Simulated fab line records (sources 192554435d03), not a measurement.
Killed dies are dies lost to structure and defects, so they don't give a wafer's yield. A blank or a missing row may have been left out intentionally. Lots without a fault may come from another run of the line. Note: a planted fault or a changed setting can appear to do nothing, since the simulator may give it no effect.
fab line records | flow n5_finfet
record: lots: 6 wafers: 17 last_day: 18
route steps=1938 shown HKMG_FIN@407
lots untouched by any fault: they come from a run of this same line in which no faults occurred
start_h: start of the lot's first displayed wafer, in hours after the record's first day | wait_h: how many hours have passed since the lot's step before this one | " unchanged from the row above | L1.1+2: a row that stands for several wafers | - value missing, or start not given | * or withheld: withheld | < > ~ a bound
route shown NAME@n: a module of which the file shows steps, and the number in the route of the first | usual: average and standard deviation across the fault-free wafers | same: alike in all rows | chamber/n: place in a boat | sites: the reading at each site | _std_site: their standard deviation | _edge_site: inner sites' mean taken away from outer sites' mean | radius_mm: how far each site lies from the wafer's centre | mask NAME#n: copy n | behind: the most recent tool/chamber to have shaped the wafer | hold: the reason the lot was held/the length of the hold in hours/how it ended | device: transistor that didn't switch, given as n, p or np | end of line: tests run on the same wafers once the route is complete | a step without rows: its recipe alone | killed: at the first sort, the dies lost to defects and structure; wafer yield is something else | map: a wafer's dies, x killed, . not, _ none there
set.NAME: the run value of the setting; set.NAME@STEP: its run value at that earlier step | model.NAME: the simulator's own value behind a step, which no gauge read
a table for each step, a row for each wafer; lots at some steps of the route
services: when a tool's chamber went out of use (start_h, in hours from the record's first day, below 0 if earlier), for how many hours, and the reason
== steps ==
step: N5_HKMG_FIN_STRIP_93
recipe: chemistry: N2/H2 material: SOC time_s: 20 power_w: 500 temp_c: 40 pressure_mtorr: 50 rf_frequency_hz: 6e+07 bias_power_w: 8 h2_frac: 0.5 n2_flow_sccm: 300 h2_flow_sccm: 300
usual: drypump_motor_current_A: 5.7/0.41 n2_flow_sccm: 300.1/0.85 oes_product_au: 0.78/0.098 rf_vpp_V: 54.2/0.92 showerhead_plenum_p_Torr: 3.38/0.13 throttle_valve_pct: 18.97/0.25
columns lot.wafer tool chamber start_h wait_h drypump_motor_current_A n2_flow_sccm oes_product_au rf_hours_counter_h rf_vpp_V showerhead_plenum_p_Torr throttle_valve_pct
L698.3 rie_diel-01 1 91.92 0.2 6.1 300.6 0.99 3 55.5 3.44 18.80
L698.4 " 1 " " 6.1 300.1 0.99 - 55.0 3.44 18.79
L698.6 " 3 " " 5.7 299.7 0.70 - 54.5 3.19 19.64
L701.3 rie_diel-05 1 110.87 0.2 5.5 300.4 0.68 213 54.5 3.30 18.95
L701.4 " 2 " " 6.1 300.4 0.75 156 52.8 3.49 18.94
L701.5 " 0 " " 6.1 301.3 0.71 - 53.8 3.18 19.02
L708.1 rie_diel-01 0 153.47 0.2 5.2 301.1 0.78 91 53.6 3.52 18.70
L708.2 " 1 " " 6.1 300.1 0.90 29 53.7 3.43 18.82
L709.2 rie_diel-01 2 157.06 0.2 5.5 301.3 0.88 35 55.0 3.43 18.80
L709.4 " 0 " " 5.2 300.5 0.79 93 54.6 3.52 18.71
L709.6 " 0 " " 5.2 299.6 0.79 - 55.1 3.52 18.72
L714.1 rie_diel-03 0 194.11 0.2 6.2 299.3 0.68 210 53.5 3.46 19.18
L714.2 " 3 " " 5.1 298.7 0.70 188 54.3 3.19 18.93
L714.4 " 2 " " 5.2 300.9 0.68 - 53.4 3.29 19.05
L715.2 rie_diel-01 2 194.70 0.2 5.5 300.2 0.87 49 55.3 3.42 18.83
L715.3 " 1 " " 6.1 300.3 0.88 44 53.0 3.42 18.85
L715.6 " 0 " " 5.2 299.2 0.78 - 53.3 3.51 18.73
step: N5_HKMG_FIN_WET_ETCH_76
recipe: chemistry: dNH4OH mix: 1:50 temp_c: 25 target: Al2O3 stop_on: La2O3 target_depth_nm: 2.25 dry: ipa_marangoni rinse_time_s: 30 rinse_temp_c: 23
step: N5_HKMG_FIN_STRIP_60
recipe: chemistry: N2/H2 power_w: 2500 temp_c: 300 h2_frac: 0.65 time_s: 360 pressure_mtorr: withheld n2_flow_sccm: 1750 h2_flow_sccm: 3250
usual: drypump_motor_current_A: 5.8/0.44 heater_power_w: 497/42 n2_flow_sccm: 1750/5.6
columns lot.wafer tool chamber start_h wait_h drypump_motor_current_A heater_power_w n2_flow_sccm rf_hours_counter_h
L698.3 plasma_asher-02 0 92.19 0.1 6.4 533 1754 -
L698.4 " 1 " " 5.7 522 1750 -
L698.6 " 1 " " 5.7 494 1748 -
L701.3 plasma_asher-02 1 111.14 0.1 5.7 510 1752 -
L701.4 " 0 " " 6.4 536 1744 -
L701.5 " 1 " " 5.7 512 1747 -
L708.1 plasma_asher-02 1 153.62 0.0 5.7 509 1745 102
L708.2 " 0 " " 6.5 529 1750 102
L709.2 plasma_asher-02 1 157.22 0.0 5.7 514 1744 103
L709.4 " 1 " " 5.7 511 1746 -
L709.6 " 1 " " 5.7 501 1743 -
L714.1 plasma_asher-01 0 194.26 0.0 5.5 517 1751 58
L714.2 " 1 " " 5.3 418 1749 58
L714.4 " 0 " " 5.5 516 1748 -
L715.2 plasma_asher-02 0 194.85 0.0 6.5 537 1749 110
L715.3 " 1 " " 5.7 516 1761 -
L715.6 " 1 " " 5.7 522 1755 -
step: N5_HKMG_FIN_WET_ETCH_77
recipe: chemistry: dHCl mix: 1:10000 temp_c: 25 target: La2O3 stop_on: HfO2 target_depth_nm: 2
step: N5_HKMG_FIN_WET_ETCH_78
recipe: chemistry: dNH4OH mix: 1:50 temp_c: 25 target: Al2O3 stop_on: La2O3 target_depth_nm: 4.5 dry: ipa_marangoni rinse_time_s: 30 rinse_temp_c: 23
step: N5_HKMG_FIN_ALD_79
recipe: material: TiN target_thk_a: 15 temp_c: 400 ald_precursor_family: TiCl4 ald_co_reactant: NH3 pulse_time_s: 1 purge_time_s: 3 co_reactant_purge_time_s: 2 co_reactant_pulse_time_s: 2 ald_cycles: 68 pressure_torr: 3
usual: ald_cycles: 68/0 heater_power_outer_w: 529/51 heater_power_w: 860/93 precursor_pulse_height_rel: 1.002/0.018
columns lot.wafer tool chamber start_h wait_h ald_cycles heater_power_outer_w heater_power_w precursor_pulse_height_rel
L698.3 ald_metal-02 1 92.57 0.0 68 501 772 1.021
L698.4 " 0 " " 68 475 752 0.974
L698.6 " 0 " " 68 468 733 1.020
L701.3 ald_metal-03 0 111.52 0.0 68 474 796 1.018
L701.4 " 1 " " 68 577 997 0.998
L701.5 " 0 " " 68 486 764 0.992
L708.1 ald_metal-02 0 154.11 0.0 68 460 752 0.971
L708.2 " 3 " " 68 518 794 0.991
L709.2 ald_metal-04 0 157.71 0.0 68 524 875 1.011
L709.4 " 3 " " 68 545 927 0.989
L709.6 " 3 " " 68 541 954 1.027
L714.1 ald_metal-04 1 194.74 0.0 68 591 979 0.981
L714.2 " 3 " " 68 542 953 1.003
L714.4 " 0 " " 68 531 858 0.982
L715.2 ald_metal-02 2 195.34 0.0 68 445 753 1.012
L715.3 " 0 " " 68 475 755 0.998
L715.6 " 1 " " 68 492 783 1.009
step: N5_HKMG_FIN_CVD_62
recipe: material: a-Si target_thk_a: 30 temp_c: 500 precursor: Si2H6 pressure_torr: 1 time_s: 20.8
usual: heater_power_outer_w: 942/98 heater_power_w: 1445/180
columns lot.wafer tool chamber start_h wait_h heater_power_outer_w heater_power_w
L698.3 thermal_cvd_si-02 2 92.93 0.2 1089 1758
L698.4 " 1 " " 980 1506
L698.6 " 2 " " 1101 1783
L701.3 thermal_cvd_si-01 1 111.88 0.2 901 1347
L701.4 " 2 " " 839 1369
L701.5 " 0 " " 1004 1576
L708.1 thermal_cvd_si-02 0 154.47 0.2 810 1216
L708.2 " 2 " " 1125 1798
L709.2 thermal_cvd_si-01 2 158.07 0.2 853 1308
L709.4 " 2 " " 846 1333
L709.6 " 0 " " 1033 1532
L714.1 thermal_cvd_si-02 1 195.11 0.2 996 1518
L714.2 " 2 " " 1123 1799
L714.4 " 0 " " 837 1222
L715.2 thermal_cvd_si-01 1 195.70 0.2 898 1380
L715.3 " 2 " " 822 1336
L715.6 " 2 " " 833 1327
step: N5_HKMG_FIN_RTA_80
recipe: temp_c: withheld time_s: 2 ambient: N2 idle_temp_c: 600 ramp_up_c_per_s: 150 ramp_down_c_per_s: 60 cool_to_c: 600
step: N5_HKMG_FIN_PRECLEAN_64
recipe: chemistry: dHF time_s: 30 temp_c: 25 dilution: withheld
step: N5_HKMG_FIN_WET_ETCH_65
recipe: chemistry: TMAH temp_c: 70 conc_wt_pct: 5 target: a-Si stop_on: TiN time_s: 49 target_depth_nm: 3
step: N5_HKMG_FIN_WET_ETCH_81
recipe: chemistry: SC1 target: TiN stop_on: HfO2 mix: 1:1:5 temp_c: 60 time_s: 57 target_depth_nm: 6
step: N5_HKMG_FIN_WET_ETCH_82
recipe: chemistry: dHCl mix: 1:10000 temp_c: 25 target: La2O3 stop_on: HfO2 target_depth_nm: 2 dry: ipa_marangoni rinse_time_s: 30 rinse_temp_c: 23
step: N5_HKMG_FIN_ALD_36
recipe: material: TiN target_thk_a: 10 temp_c: 400 ald_precursor_family: TiCl4 ald_co_reactant: NH3 pulse_time_s: 1 purge_time_s: 3 co_reactant_purge_time_s: 2 co_reactant_pulse_time_s: 2 ald_cycles: 47 pressure_torr: 3
usual: ald_cycles: 47/0 heater_power_outer_w: 530/51 heater_power_w: 872/96 precursor_pulse_height_rel: 1.001/0.019
columns lot.wafer tool chamber start_h wait_h ald_cycles heater_power_outer_w heater_power_w precursor_pulse_height_rel model.TiN_of_HKMG_FIN_ALD_36.thk_nm
L698.3 ald_metal-03 2 93.36 0.0 47 522 849 1.001 1
L698.4 " 1 " " 47 581 960 0.965 1
L698.6 " 3 " " 47 558 1004 1.011 1
L701.3 ald_metal-02 1 112.31 0.0 47 499 780 1.007 1
L701.4 " 3 " " 47 494 805 0.975 1
L701.5 " 1 " " 47 500 777 1.014 1
L708.1 ald_metal-02 2 154.89 0.0 26 453 730 1.007 0.6
L708.2 " 3 " " 26 497 803 1.008 0.6
L709.2 ald_metal-02 3 158.85 0.0 26 506 816 1.023 0.6
L709.4 " 0 " " 47 470 745 0.954 1
L709.6 " 0 " " 47 464 748 1.024 1
L714.1 ald_metal-04 0 195.50 0.0 47 511 869 1.003 1
L714.2 " 2 " " 47 612 923 1.016 1
L714.4 " 3 " " 47 542 967 0.996 1
L715.2 ald_metal-03 2 196.17 0.0 47 523 880 1.020 1
L715.3 " 0 " " 47 476 795 1.000 1
L715.6 " 3 " " 47 589 1005 1.017 1
step: N5_HKMG_FIN_THK_MEAS_70
recipe: thk_meas_gauge: xrf reads: HfO2_of_HKMG_FIN_HK_ALD_01
usual: HK_THK: 1.598/0.019
columns lot.wafer tool chamber start_h wait_h HK_THK[nm]
L698.3 film_metro-02 - 93.64 0.2 1.585
L698.4 " - " " 1.605
L698.6 " - " " 1.627
L701.3 film_metro-02 - 112.59 0.2 1.612
L701.4 " - " " 1.619
L701.5 " - " " 1.572
L708.1 film_metro-01 - 155.17 0.2 1.607
L708.2 " - " " 1.596
L709.2 film_metro-02 - 159.14 0.2 1.556
L709.4 " - " " 1.553
L709.6 " - " " 1.605
L714.1 film_metro-02 - 195.78 0.2 1.578
L714.2 " - " " 1.632
L714.4 " - " " 1.587
L715.2 film_metro-02 - 196.45 0.2 1.623
L715.3 " - " " 1.583
L715.6 " - " " 1.599
== services ==
columns tool chamber start_h hours kind
rie_diel-01 2 79.65 27.8 repair
plasma_asher-01 - 82.60 2.8 pm
ald_metal-04 3 97.93 23.7 repair
ald_metal-02 - 99.82 2.8 pm
plasma_asher-01 - 112.36 0.9 repair
rie_diel-01 3 137.47 - clean
rie_diel-01 3 137.47 - consumable_replace:focus_ring
rie_diel-01 3 137.47 - consumable_replace:showerhead
rie_diel-01 3 137.47 16.5 scheduled_down
rie_diel-01 3 137.47 16.5 vent_cycle
plasma_asher-02 - 140.60 4.3 pm
rie_diel-05 0 175.21 1.2 repair
ald_metal-02 0 175.38 3.0 repair
thermal_cvd_si-01 - 180.80 0.7 repair
rie_diel-03 1 192.64 - clean
rie_diel-03 1 192.64 - consumable_replace:focus_ring
rie_diel-03 1 192.64 15.9 scheduled_down
rie_diel-03 1 192.64 15.9 vent_cycle
== key ==
first_sign: step: N5_HKMG_FIN_ALD_36 reading: ald_cycles direction: down sigmas: 99+ usual: * struck: *
effect none on later readings
model_effect: step: N5_HKMG_FIN_ALD_36 value: TiN_of_HKMG_FIN_ALD_36.thk_nm without: 1 struck: 0.6
met_at N5_HKMG_FIN_ALD_36
struck_wafers L708.1,L708.2,L709.2
tester_left_out L708,L709
onset_between 112.31 154.89
fault: kind: process_parameter_drift tool: ald_metal-02 chamber: - onset_h: 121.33 steps: N5_HKMG_FIN_ALD_36 channel: ald_cycles offset: * shape: step end_h: 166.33 scope: struck_wafers_only acts_in: * stated: *
tester_left_out: of these lots the tester's yield and bins aren't shown, on N5 and GAA mostly nor the transistor test; their killed dies are dies lost to structure and defects alone, not to doping, threshold or leakage, so they don't give the yield
